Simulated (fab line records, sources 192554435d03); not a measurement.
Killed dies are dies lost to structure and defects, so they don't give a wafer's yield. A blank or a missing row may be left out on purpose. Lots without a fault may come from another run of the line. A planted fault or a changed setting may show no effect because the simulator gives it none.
Which tool did it? | flow n5_finfet | 10 lots, 30 wafers sampled, at 5 steps of a route of 1938

WHAT THE GAUGES READ, wafer by wafer
N5_BEOL_M4_RC_MEAS_101.
lot  | measured     | on        | DIBL_N (mV/V)  | DIBL_P (mV/V)  | IOFF_N (nA/um) | IOFF_N_LONG (nA/um)        | IOFF_P (nA/um) | ION_N (uA/um) | ION_P (uA/um) | SS_N (mV/dec)  | SS_P (mV/dec)  | VT_N (mV)   | VT_N_LONG (mV)    | VT_P (mV)
L185 | day 9 15:42  | prober-02 | 33.4 30.8 33.7 | 33.8 32.2 34.7 | 0.13 0.10 0.14 | 5.62e-05 5.47e-05 5.56e-05 | 0.17 0.16 0.19 | 678 659 679   | 460 462 465   | 70.8 70.2 70.8 | 72.1 72.1 72.4 | 252 257 249 | 273.9 275.8 273.5 | -251 -254 -253
L190 | day 10 19:05 | prober-01 | 35.2 32.3 35.6 | 34.8 32.9 36.0 | 0.14 0.11 0.14 | 5.2e-05 5.15e-05 5.25e-05  | 0.18 0.16 0.19 | 665 655 667   | 455 454 461   | 71.1 70.3 71.0 | 72.2 71.8 72.8 | 253 254 251 | 276.7 275.3 274.8 | -255 -252 -254
L191 | day 10 19:42 | prober-02 | 34.2 36.7 36.2 | 33.5 37.9 36.5 | 0.13 0.18 0.16 | 5.85e-05 5.76e-05 5.78e-05 | 0.18 0.24 0.22 | 675 684 683   | 465 471 460   | 70.3 71.8 70.8 | 72.5 73.6 73.1 | 252 246 249 | 272.9 271.7 273.5 | -250 -246 -250
L192 | day 11 00:42 | prober-01 | 38.1 38.7 37.8 | 37.4 40.3 39.1 | 0.20 0.22 0.19 | 5.39e-05 5.37e-05 5.31e-05 | 0.21 0.26 0.23 | 667 690 677   | 455 466 459   | 72.1 71.9 71.7 | 73.1 74.4 73.5 | 250 244 248 | 274.0 275.8 275.1 | -252 -246 -252
L194 | day 12 00:44 | prober-02 | 34.0 36.6 33.7 | 32.1 35.7 32.3 | 0.13 0.18 0.12 | 5.68e-05 5.64e-05 5.56e-05 | 0.18 0.24 0.18 | 666 673 665   | 458 470 460   | 71.1 72.5 70.4 | 72.2 73.2 72.5 | 253 246 253 | 275.1 274.0 273.8 | -250 -246 -248
L198 | day 13 14:25 | prober-02 | 35.7 36.6 34.8 | 36.3 37.7 36.3 | 0.16 0.12 0.15 | 5.53e-05 4.35e-05 5.41e-05 | 0.20 0.25 0.20 | 673 643 669   | 466 469 458   | 71.7 72.0 71.0 | 73.6 73.7 73.3 | 251 261 250 | 280.5 287.6 278.8 | -253 -249 -253
L202 | day 13 16:46 | prober-01 | 40.9 38.3 38.9 | 41.1 37.2 38.2 | 0.26 0.18 0.14 | 5.54e-05 5.48e-05 4.35e-05 | 0.30 0.23 0.27 | 700 689 668   | 476 466 467   | 72.6 71.8 71.8 | 75.2 73.6 74.7 | 243 249 259 | 276.1 275.5 286.1 | -247 -251 -246
L203 | day 14 10:02 | prober-02 | 35.0 33.6 33.6 | 35.2 33.7 34.3 | 0.14 0.11 0.12 | 5.5e-05 5.46e-05 5.45e-05  | 0.18 0.16 0.16 | 658 645 649   | 455 447 451   | 70.9 70.1 70.0 | 72.9 71.8 71.6 | 252 254 255 | 274.6 276.9 274.6 | -250 -254 -253
L205 | day 14 21:56 | prober-02 | 36.0 39.7 38.7 | 34.2 38.0 37.5 | 0.14 0.20 0.18 | 5.83e-05 5.82e-05 5.85e-05 | 0.21 0.28 0.26 | 677 687 677   | 467 476 471   | 71.6 71.6 71.9 | 73.0 73.2 73.5 | 251 247 247 | 275.0 274.6 277.5 | -244 -243 -245
L207 | day 15 05:06 | prober-01 | 36.0 37.5 36.2 | 35.5 37.4 36.2 | 0.14 0.18 0.16 | 5.49e-05 5.56e-05 5.61e-05 | 0.20 0.24 0.21 | 676 682 678   | 466 473 466   | 70.8 71.7 71.3 | 73.0 73.2 73.0 | 251 249 250 | 274.2 273.0 275.7 | -249 -247 -248

WHICH TOOL RAN EACH LOT (tool, then ch and the chambers of the sampled wafers, then the start)
lot  | N5_HKMG_FIN_HK_ALD_01           | N5_HKMG_FIN_HK_ANNEAL_02        | N5_HKMG_FIN_ALD_75              | N5_HKMG_FIN_ALD_91
L185 | ald_hk-01 ch 2,3, day 4 09:37   | rtp_anneal-02 ch 0, day 4 09:50 | ald_hk-02 ch 0,2,3, day 4 10:08 | ald_metal-01 ch 2,3, day 4 15:21
L190 | ald_hk-02 ch 0,2,3, day 5 11:13 | rtp_anneal-02 ch 0, day 5 11:30 | ald_hk-03 ch 1,2,3, day 5 11:58 | ald_metal-04 ch 0,1,3, day 5 16:51
L191 | ald_hk-01 ch 1,3, day 5 15:05   | rtp_anneal-01 ch 0, day 5 15:16 | ald_hk-02 ch 0,1,3, day 5 15:34 | ald_metal-04 ch 1,2, day 5 20:23
L192 | ald_hk-03 ch 1,2,3, day 6 00:55 | rtp_anneal-02 ch 0, day 6 01:07 | ald_hk-02 ch 0,1,2, day 6 01:25 | ald_metal-01 ch 0,1,2, day 6 06:52
L194 | ald_hk-02 ch 0,2,3, day 6 14:09 | rtp_anneal-01 ch 0, day 6 14:24 | ald_hk-03 ch 0,2,3, day 6 14:38 | ald_metal-01 ch 0,3, day 6 19:26
L198 | ald_hk-02 ch 0,2,3, day 7 15:44 | rtp_anneal-01 ch 0, day 7 15:58 | ald_hk-03 ch 0,3, day 7 16:12   | ald_metal-01 ch 2,3, day 7 21:50
L202 | ald_hk-03 ch 1,3, day 8 13:08   | rtp_anneal-02 ch 0, day 8 13:45 | ald_hk-02 ch 1,2,3, day 8 14:05 | ald_metal-01 ch 1,2,3, day 8 19:07
L203 | ald_hk-03 ch 0,1, day 8 17:00   | rtp_anneal-02 ch 0, day 8 17:20 | ald_hk-01 ch 0,2,3, day 8 17:38 | ald_metal-04 ch 1,3, day 8 23:01
L205 | ald_hk-02 ch 0,1,3, day 9 05:21 | rtp_anneal-02 ch 0, day 9 05:43 | ald_hk-01 ch 2,3, day 9 05:59   | ald_metal-03 ch 1,2,3, day 9 11:14
L207 | ald_hk-03 ch 0,1,3, day 9 16:31 | rtp_anneal-02 ch 0, day 9 16:43 | ald_hk-01 ch 0,2,3, day 9 17:00 | ald_metal-03 ch 1,2,3, day 9 21:40
- N5_HKMG_FIN_HK_ALD_01: deposits HfO2, target thk 1.6 nm, pulse time 3 s, purge time 3 s.
- N5_HKMG_FIN_HK_ANNEAL_02: time 30 s.
- N5_HKMG_FIN_ALD_75: deposits Al2O3, target thk 1 nm, co reactant pulse time 1 s.
- N5_HKMG_FIN_ALD_91: deposits TiN, target thk 1 nm, pulse time 1 s, purge time 3 s.

WHAT THE TOOLS THEMSELVES READ (means of the sampled wafers that have a number; where no wafer has one, the mark that the record gives instead)
N5_HKMG_FIN_HK_ALD_01.
lot  | tool      | precursor_pulse_height_rel
L185 | ald_hk-01 | 1.001
L190 | ald_hk-02 | 1.004
L191 | ald_hk-01 | 1.017
L192 | ald_hk-03 | 1.029
L194 | ald_hk-02 | 1.010
L198 | ald_hk-02 | 1.001
L202 | ald_hk-03 | 1.005
L203 | ald_hk-03 | 1.011
L205 | ald_hk-02 | 1.014
L207 | ald_hk-03 | 0.988

N5_HKMG_FIN_HK_ANNEAL_02.
lot  | tool          | lamp_power_pct (%) | wafer_temp_C_max
L185 | rtp_anneal-02 | 8.78               | 702.8
L190 | rtp_anneal-02 | 8.78               | 703.8
L191 | rtp_anneal-01 | 8.77               | 703.0
L192 | rtp_anneal-02 | 8.81               | 703.3
L194 | rtp_anneal-01 | 8.76               | 703.0
L198 | rtp_anneal-01 | 8.77               | 702.8
L202 | rtp_anneal-02 | 8.83               | 703.0
L203 | rtp_anneal-02 | 8.78               | 702.7
L205 | rtp_anneal-02 | 8.75               | 703.3
L207 | rtp_anneal-02 | 8.82               | 703.1

N5_HKMG_FIN_ALD_75.
lot  | tool      | heater_power_w (W) | precursor_pulse_height_rel | susceptor_temp_C (C)
L185 | ald_hk-02 | 156                | 1.008                      | 149.99
L190 | ald_hk-03 | 149                | 1.004                      | 149.91
L191 | ald_hk-02 | 152                | 0.987                      | 150.04
L192 | ald_hk-02 | 147                | 0.989                      | 150.04
L194 | ald_hk-03 | 142                | 1.003                      | 150.01
L198 | ald_hk-03 | 150                | 0.987                      | 149.97
L202 | ald_hk-02 | 164                | 1.016                      | 150.01
L203 | ald_hk-01 | 146                | 1.014                      | 149.92
L205 | ald_hk-01 | 145                | 1.006                      | 149.91
L207 | ald_hk-01 | 149                | 1.001                      | 149.97

N5_HKMG_FIN_ALD_91.
lot  | tool         | heater_power_w (W) | precursor_pulse_height_rel | susceptor_temp_C (C)
L185 | ald_metal-01 | 791                | 1.003                      | 400.11
L190 | ald_metal-04 | 767                | 0.982                      | 399.92
L191 | ald_metal-04 | 765                | 1.002                      | 400.16
L192 | ald_metal-01 | 939                | 0.995                      | 400.27
L194 | ald_metal-01 | 817                | 0.994                      | 399.91
L198 | ald_metal-01 | 792                | 1.001                      | 399.89
L202 | ald_metal-01 | 890                | 1.006                      | 399.89
L203 | ald_metal-04 | 774                | 1.004                      | 399.88
L205 | ald_metal-03 | 971                | 1.020                      | 400.07
L207 | ald_metal-03 | 965                | 1.015                      | 400.25

THE ANSWER, worked out from the rows above alone
Rule: what is usual is taken from the lots themselves. Put in order of their means at a reading, lots are off if they are a third of the lots or fewer, leave a main group of 4 or more, and stand apart from it by a gap of 3 or more times the standard deviation of the main group's means; of several such gaps the widest counts. A main group whose means are all the same, to the digits that the tables above print for the reading, isn't used. A lot without any number at a reading at which 4 lots or more have one is off too. The other lots that the step has rows for count as sound. The gauges are gone through in route order, then the tools' own readings, and for those a lot's mean is taken as printed above. The first step at which some lot is off is used, and at that step the reading that is off furthest; a lot without a number counts as furthest.
Off: L198, L202, at N5_BEOL_M4_RC_MEAS_101 (VT_N_LONG). The main group: mean 274.7 mV, standard deviation 0.92.
A tool fits if, at a process step before that reading, it ran every lot that is off, and no sound lot after the first of them. The gauges at N5_BEOL_M4_RC_MEAS_101 are tried like those tools. One fits: ald_metal-01 at N5_HKMG_FIN_ALD_91. Its last sound lot is L194 (day 6 19:26), its first lot that is off L198 (day 7 21:50): a fault that began between those two fits.

WHAT THE SIMULATOR HAD PUT IN
Process parameter drift: ald_metal-01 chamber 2, from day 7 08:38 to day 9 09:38, at N5_HKMG_FIN_ALD_91. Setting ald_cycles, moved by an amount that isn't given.
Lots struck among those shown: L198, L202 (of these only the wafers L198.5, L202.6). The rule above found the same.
